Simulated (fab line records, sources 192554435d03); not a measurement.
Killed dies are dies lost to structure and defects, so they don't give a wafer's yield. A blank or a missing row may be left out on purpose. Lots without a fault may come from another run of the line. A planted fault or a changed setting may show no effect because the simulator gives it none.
fab line records | flow n5_finfet
record lots=6 wafers=18 last_day=18
route steps=1938 shown WELL_APT@28
lots that met no fault: from a run of the same line without faults
start_h: hours from the record's first day to the start of the lot's first wafer shown | wait_h: hours since the lot's step before | " the same as in the row above | L1.1+2: a row that stands for several wafers | - no value, or no start given | * or withheld: withheld | < > ~ a bound
route shown NAME@n: a module of which the file shows steps, and the number in the route of the first | usual: mean/standard deviation of fault-free wafers | same: alike in all rows | chamber/n: place in a boat | sites: the reading at each site | _std_site: their standard deviation | _edge_site: outer sites' mean less inner sites' | radius_mm: how far each site lies from the wafer's centre | mask NAME#n: copy n | behind: the tool/chamber that last shaped the wafer | hold: why the lot was held/for how many hours/how that ended | device: the transistor (n, p or np) that didn't switch | end of line: the same wafers' tests at the end of the route | a step without rows: its recipe alone | killed: dies lost to structure and defects at the first sort, not the wafer's yield | map: a wafer's dies, x killed, . not, _ none there
set.NAME: the setting as run; set.NAME@STEP: as run at that earlier step | model.NAME: the simulator's own value behind a step, which no gauge read
lots at some steps of the route; a table a step, a row a wafer
services: from which hour (start_h, from the record's first day; less than 0 if before it) a tool's chamber was out of use, for how many hours, and why
## steps
# step N5_WELL_APT_CD_MEAS_08
# recipe target_cd_nm=200 landing_energy_ev=500 detector=se_inlens
# usual cd_nm=199.9/2
# columns lot.wafer tool chamber start_h wait_h cd_nm
L634.3 cd_sem-01 0 67.56 - 198.1
L634.5 " 0 " " 200.5
L634.6 " 0 " " 200.5
L635.3 cd_sem-01 0 73.57 - 201.6
L635.4 " 0 " " 199.8
L635.5 " 0 " " 198.8
L638.2 cd_sem-01 0 91.56 - 202.2
L638.4 " 0 " " 200.1
L638.5 " 0 " " 199.9
L639.1 cd_sem-02 0 97.61 - 200.3
L639.4 " 0 " " 202.1
L639.6 " 0 " " 199.7
L643.1 cd_sem-03 0 123.06 - 198.9
L643.2 " 0 " " 196.7
L643.5 " 0 " " 201.0
L645.3 cd_sem-03 0 134.03 - 201.6
L645.4 " 0 " " 202.4
L645.6 " 0 " " 200.2
# step N5_WELL_APT_OVL_MEAS_09
# recipe points_per_wafer=44
# usual NWELL_OVL=4/5.1
# columns lot.wafer tool chamber start_h wait_h NWELL_OVL[nm]
L634.3 overlay-02 0 67.59 0.0 2
L634.5 " 0 " " 5
L634.6 " 0 " " 4
L635.3 overlay-02 0 73.60 0.0 9
L635.4 " 0 " " 5
L635.5 " 0 " " 6
L638.2 overlay-02 0 91.59 0.0 -1
L638.4 " 0 " " -2
L638.5 " 0 " " 1
L639.1 overlay-01 0 97.64 0.0 9
L639.4 " 0 " " -1
L639.6 " 0 " " -2
L643.1 overlay-02 0 123.09 0.0 7
L643.2 " 0 " " 10
L643.5 " 0 " " 6
L645.3 overlay-01 0 134.06 0.0 9
L645.4 " 0 " " 20
L645.6 " 0 " " 15
# step N5_WELL_APT_INSPECT_10
# recipe mode=adi inspect_instrument=macro
# usual raw_defect_count=1.9/1.3
# columns lot.wafer tool chamber start_h wait_h raw_defect_count
L634.3 defect_inspect-02 - 67.61 0.0 1
L634.5 " - " " 1
L634.6 " - " " 2
L635.3 defect_inspect-01 - 73.62 0.0 1
L635.4 " - " " 2
L635.5 " - " " 1
L638.2 defect_inspect-02 - 91.62 0.0 3
L638.4 " - " " 4
L638.5 " - " " 3
L639.1 defect_inspect-02 - 97.66 0.0 4
L639.4 " - " " 1
L639.6 " - " " 5
L643.1 defect_inspect-02 - 123.11 0.0 5
L643.2 " - " " 1
L643.5 " - " " 2
L645.3 defect_inspect-02 - 134.08 0.0 2
L645.4 " - " " 4
L645.6 " - " " 0
# step N5_WELL_APT_DESCUM_13
# recipe chemistry=O2 time_s=7.9 source_power_w=50 bias_power_w=20 pressure_mtorr=20 rf_frequency_hz=2.712e+07 temp_c=40 o2_flow_sccm=225
# usual drypump_motor_current_A=5.5/0.55 oes_product_au=0.83/0.078 rf_vpp_V=244.0/1.4 showerhead_plenum_p_Torr=2.15/0.065 throttle_valve_pct=20.45/0.23
# columns lot.wafer tool chamber start_h wait_h drypump_motor_current_A oes_product_au rf_hours_counter_h rf_vpp_V showerhead_plenum_p_Torr throttle_valve_pct
L634.3 rie_diel-01 2 68.40 0.8 4.9 0.75 134 245.7 2.21 20.71
L634.5 " 1 " " 5.2 0.95 - 244.3 2.16 20.43
L634.6 " 0 " " 6.4 0.85 - 244.4 2.12 20.10
L635.3 rie_diel-05 1 73.66 0.0 5.6 0.88 46 242.0 2.05 20.40
L635.4 " 3 " " 4.6 0.88 35 246.7 2.23 20.48
L635.5 " 2 " " 5.6 0.94 - 244.0 2.23 20.33
L638.2 rie_diel-01 1 92.19 0.6 5.2 0.94 13 244.4 2.16 20.44
L638.4 " 3 " " 5.4 0.74 159 244.4 2.16 20.27
L638.5 " 1 " " 5.2 0.93 - 243.0 2.16 20.45
L639.1 rie_diel-01 2 98.24 0.6 5.0 0.76 146 242.9 2.20 20.74
L639.4 " 0 " " 6.3 0.86 67 243.1 2.11 20.12
L639.6 " 0 " " 6.3 0.85 - 244.0 2.11 20.11
L643.1 rie_diel-01 0 123.15 0.0 6.4 0.83 80 242.4 2.11 20.13
L643.2 " 1 " " 5.2 0.91 28 244.7 2.15 20.47
L643.5 " 3 " " 5.3 0.74 - 243.5 2.16 20.29
L645.3 rie_diel-01 1 134.37 0.3 5.2 0.89 33 244.2 2.15 20.49
L645.4 " 0 " " 6.4 0.83 86 246.4 2.11 20.14
L645.6 " 1 " " 5.2 0.89 - 243.1 2.15 20.49
# step N5_WELL_APT_IMPLANT_14
# recipe species=P energy_kev=160 dose_cm2=1.5e+13 tilt_deg=0 rotation_deg=0
# step N5_WELL_APT_IMPLANT_15
# recipe species=As energy_kev=25 dose_cm2=1.5e+13 tilt_deg=0 rotation_deg=0
# step N5_WELL_APT_STRIP_16
# recipe chemistry=SPM time_s=900 temp_c=130 h2so4_h2o2_vol_ratio=4 dry=ipa_marangoni
# step N5_WELL_APT_HMDS_18
# recipe time_s=60 temp_c=120
# step N5_WELL_APT_COAT_19
# recipe spin_rpm=1357 resist_thk_nm=950
# step N5_WELL_APT_EBR_21
# recipe solvent=PGMEA ebr_width_mm=1.5
# step N5_WELL_APT_SOFTBAKE_20
# recipe temp_c=130 time_s=60
# step N5_WELL_APT_EXPOSE_22
# recipe mask_id=PWELL na=0.8 source_shape=conventional sigma_outer=0.8 polarization=unpolarized defocus_nm=0 target_cd_nm=200 dose_mj=23.2
# step N5_WELL_APT_PEB_23
# recipe peb_temp_c=130 peb_time_s=90
# usual chill_plate_temp_C=23.01/0.11 exhaust_pa=45.3/0.75
# columns lot.wafer tool chamber start_h wait_h chill_plate_temp_C exhaust_pa
L634.3 litho_track-02 - 69.32 0.0 - -
L634.5 " - " " - -
L634.6 " - " " - -
L635.3 litho_track-01 - 74.57 0.0 - -
L635.4 " - " " - -
L635.5 " - " " - -
L638.2 litho_track-03 0 93.13 0.0 23.04 45.4
L638.4 " 0 " " 23.06 46.0
L638.5 " 0 " " 23.08 45.5
L639.1 litho_track-01 0 99.19 0.1 23.15 43.9
L639.4 " 0 " " 23.10 45.2
L639.6 " 0 " " 23.14 45.7
L643.1 litho_track-03 0 124.06 0.1 22.84 46.1
L643.2 " 0 " " 22.72 46.1
L643.5 " 0 " " 22.89 45.4
L645.3 litho_track-03 0 135.29 0.0 23.18 44.7
L645.4 " 0 " " 23.15 44.5
L645.6 " 0 " " 23.05 44.6
# step N5_WELL_APT_DEVELOP_24
# recipe develop_time_s=45 rinse_liquid=surfactant_rinse dry=air_spin dev_temp_c=21
## services
# columns tool chamber start_h hours kind
rie_diel-01 - 73.72 1.2 repair
rie_diel-01 1 77.18 4.7 repair
rie_diel-01 3 100.79 8.7 repair
## key
first_sign step=N5_WELL_APT_PEB_23 reading=tool_record direction=missing
effect none on later readings
met_at N5_WELL_APT_PEB_23
struck_wafers L634.3,L634.5,L634.6,L635.3,L635.4,L635.5
later_rows_left_out L634.3,L634.5,L634.6,L635.3,L635.4,L635.5
sort_left_out L634.3,L634.5,L634.6,L635.3,L635.4,L635.5
fault kind=skipped_step_whole tool=litho_track-01,litho_track-02 chamber=- onset_h=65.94 steps=N5_WELL_APT_PEB_23 scope=struck_lots_only
# sort_left_out: the simulated sort isn't trusted on such a fault, so these wafers' sort isn't shown, and their yield isn't known
# later_rows_left_out: the simulator's readings of these wafers behind a module that went badly wrong aren't trusted and aren't shown, but for the sort
